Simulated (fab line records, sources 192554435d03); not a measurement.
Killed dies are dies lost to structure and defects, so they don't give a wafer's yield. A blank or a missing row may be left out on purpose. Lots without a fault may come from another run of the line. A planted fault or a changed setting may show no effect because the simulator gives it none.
A struck lot beside a sound one | flow n5_finfet | 39 steps out of a route of 1938
Sound: wafers L140.1, L140.3, L140.4. Struck: wafer L145.6. (L145.1, L145.4 of the same lot were not struck and are left out.) The cause comes at the end.
At each step with rows: each side's tool, then ch and its chambers, then its first start. Under that, the readings that differ: sound wafers | struck wafers | difference of the means | sigmas: that difference in standard deviations of wafers without a fault.
alike: readings whose means differ by less than 2 such deviations, and words and numbers that are the same on both sides. not compared: withheld readings, readings that some wafer has no value for, bounds like >300 that may hide the same value, and numbers for which the record gives no deviation and whose values overlap.
The two part at a step that has a row with sigmas, a row that says differs or no value, or rows on one side only. Numbers that don't overlap but have no deviation are shown without sigmas and don't part them. A reading that every wafer of one side lacks parts them only if that side has two wafers or more.

first, 9 steps without rows for these wafers: N5_MOL_CONTACT_COAG_PRE_CLEAN_121; N5_MOL_CONTACT_COAG_CVD_140 (deposits W, target thk 66.5 nm, time 215 s); N5_MOL_CONTACT_COAG_PRECLEAN_127 (cleans in DIW, time 57.5 s); N5_MOL_CONTACT_COAG_SRD_128 (dry time 32 s); N5_MOL_CONTACT_COAG_CMP_52 (polishes, stops on SiO2, t overpolish 1.5 s, target thk 66.5 nm); N5_MOL_CONTACT_COAG_ANNEAL_112 (time 1800 s); N5_BEOL_M0_SAQP_PECVD_00 (deposits SiCN from 3MS/NH3, target thk 8 nm, time 14 s); N5_BEOL_M0_SAQP_ILD_DEP_01 (deposits SiOC from DEMS/O2, target thk 45.419 nm, time 8.7 s); N5_BEOL_M0_SAQP_HM_DEP_02 (deposits TiN, target thk 12 nm).
N5_BEOL_M0_SAQP_PECVD_03: deposits SiCN from 3MS/NH3, target thk 12 nm, time 21.1 s.
  sound on pecvd-03 ch 0,1,2, day 7 14:58; struck on pecvd-03 ch 1, day 8 14:55
  alike: showerhead_plenum_p_Torr, throttle_valve_pct
then, 25 steps without rows for these wafers: N5_BEOL_M0_SAQP_PECVD_96 (deposits a-Si from SiH4/He, target thk 45 nm, time 45.2 s); N5_BEOL_M0_SAQP_PECVD_97 (deposits SiNx from SiH4/NH3/N2, target thk 23 nm, time 19.9 s); N5_BEOL_M0_SAQP_PECVD_04 (deposits a-Si from SiH4/He, target thk 60 nm, time 60.2 s); N5_BEOL_M0_SAQP_HM_DEP_111 (deposits SiO2 from SiH4/N2O, target thk 12 nm, time 7.2 s); N5_BEOL_M0_SAQP_COAT_81 (time 60 s, resist thk 100 nm); N5_BEOL_M0_SAQP_COAT_82 (time 60 s, resist thk 30 nm); N5_BEOL_M0_SAQP_COAT_08 (resist thk 90 nm); N5_BEOL_M0_SAQP_EBR_10; N5_BEOL_M0_SAQP_SOFTBAKE_09 (time 60 s); N5_BEOL_M0_SAQP_EXPOSE_11 (exposes mask M0 CORE, target cd 42 nm); N5_BEOL_M0_SAQP_PEB_12 (peb time 60 s); N5_BEOL_M0_SAQP_DEVELOP_13 (develop time 30 s); N5_BEOL_M0_SAQP_DESCUM_19 (chemistry O2, time 7.9 s); N5_BEOL_M0_SAQP_ETCH_83 (etches SiARC in CF4, target depth 39 nm, time 65 s); N5_BEOL_M0_SAQP_ETCH_84 (etches SOC in N2/H2, target depth 100 nm, overetch 20 nm, time 150 s); N5_BEOL_M0_SAQP_STRIP_80 (strips in N2/H2); N5_BEOL_M0_SAQP_HM_OPEN_112 (chemistry CHF3/O2, target SiO2, stops on a-Si, target depth 12 nm, time 13.5 s); N5_BEOL_M0_SAQP_STRIP_113 (strips in CHF3/O2); N5_BEOL_M0_SAQP_MANDREL_ETCH_20 (etches a-Si in HBr/Cl2, stops on SiNx, target depth 60 nm, bt time 10 s, time 30 s); N5_BEOL_M0_SAQP_STRIP_86 (strips in N2/H2); N5_BEOL_M0_SAQP_STRIP_115 (strips in post etch residue remover, time 60 s); N5_BEOL_M0_SAQP_SRD_93 (time 30 s); N5_BEOL_M0_SAQP_RECESS_114 (chemistry HF/NH3, target SiO2, target depth 14.4 nm, afs cycles 3, sublimation time 60 s); N5_BEOL_M0_SAQP_SPACER1_ALD_98 (deposits SiO2, target thk 12.8 nm, pulse time 1 s, purge time 2 s); N5_BEOL_M0_SAQP_SPACER1_ETCHBACK_99 (etches SiO2 in CHF3/O2, target depth 15.4 nm, time 7.7 s).
N5_BEOL_M0_ETCH_128: etches SiCN in CF4/N2, target depth 12 nm, overetch 5.1 nm, time 21.4 s.
  sound on rie_diel-05 ch 0,1,2, day 8 02:23; struck on rie_diel-04 ch 2, day 8 23:00
  reading               | sound          | struck | difference | sigmas
  oes_product_au (a.u.) | 0.53 0.52 0.61 | 0.36   | -0.19      | -4
  alike: drypump_motor_current_A, rf_vpp_V, showerhead_plenum_p_Torr, throttle_valve_pct
  not compared: rf_hours_counter_h
N5_BEOL_M0_OCD_MEAS_108:
  sound on ocd-01, day 8 02:31; struck on ocd-01, day 8 23:09
  reading              | sound          | struck | difference | sigmas
  trench_depth_nm (nm) | 33.4 32.6 32.6 | 14.2   | -18.7      | -28
-- the record jumps here: 5 days lie between the struck wafers' starts before and after (it left off in module BEOL_M0 and takes up again in module BEOL_M4, whose first step shown is number 1111 of the route) --
N5_BEOL_M4_RC_MEAS_101:
  sound on prober-02 ch 0, day 12 21:00; struck on prober-02 ch 0, day 14 11:07
  reading   | sound          | struck | difference | sigmas
  VT_P (mV) | -248 -245 -241 | -254   | -9         | -2
  alike: DIBL_N, DIBL_P, IOFF_N, IOFF_P, ION_N, ION_P, SS_N, SS_P, VT_N
-- the record jumps here: 5 days lie between the struck wafers' starts before and after (it left off in module BEOL_M4 and takes up again in module PASSIVATION, whose first step shown is number 1936 of the route) --
N5_PASSIVATION_PROBE_49:
  sound on prober-02, day 17 08:15; struck on prober-02, day 19 00:17
  reading                  | sound          | struck | difference | sigmas
  defect_limited_yield (%) | 90.5 90.7 90.5 | 52.5   | -38.1      | -27
  killed_at_M0_to_M3       | 44 42 38       | 508    | +467       | +51
  killed_dies              | 112 110 112    | 560    | +449       | +26
  killed_on_rim            | 9 12 12        | 77     | +66        | +17
  killed_open              | 78 84 88       | 51     | -32        | -2
  sort_bin_5_function (%)  | 6.4 5.3 5.6    | 36.9   | +31.1      | +31
  sort_n_pass              | 1068 1070 1067 | 620    | -448       | -24
  sort_yield_pct (%)       | 90.5 90.7 90.4 | 52.5   | -38.0      | -24
  alike: killed_at_M4_up, killed_at_contacts, killed_at_front_end, killed_at_other, killed_short, sort_bin_4_leakage, sort_bin_6_memory

WHERE THEY PART
First at N5_BEOL_M0_ETCH_128; last, within this record, at N5_PASSIVATION_PROBE_49.

WHY: what the simulator had put in
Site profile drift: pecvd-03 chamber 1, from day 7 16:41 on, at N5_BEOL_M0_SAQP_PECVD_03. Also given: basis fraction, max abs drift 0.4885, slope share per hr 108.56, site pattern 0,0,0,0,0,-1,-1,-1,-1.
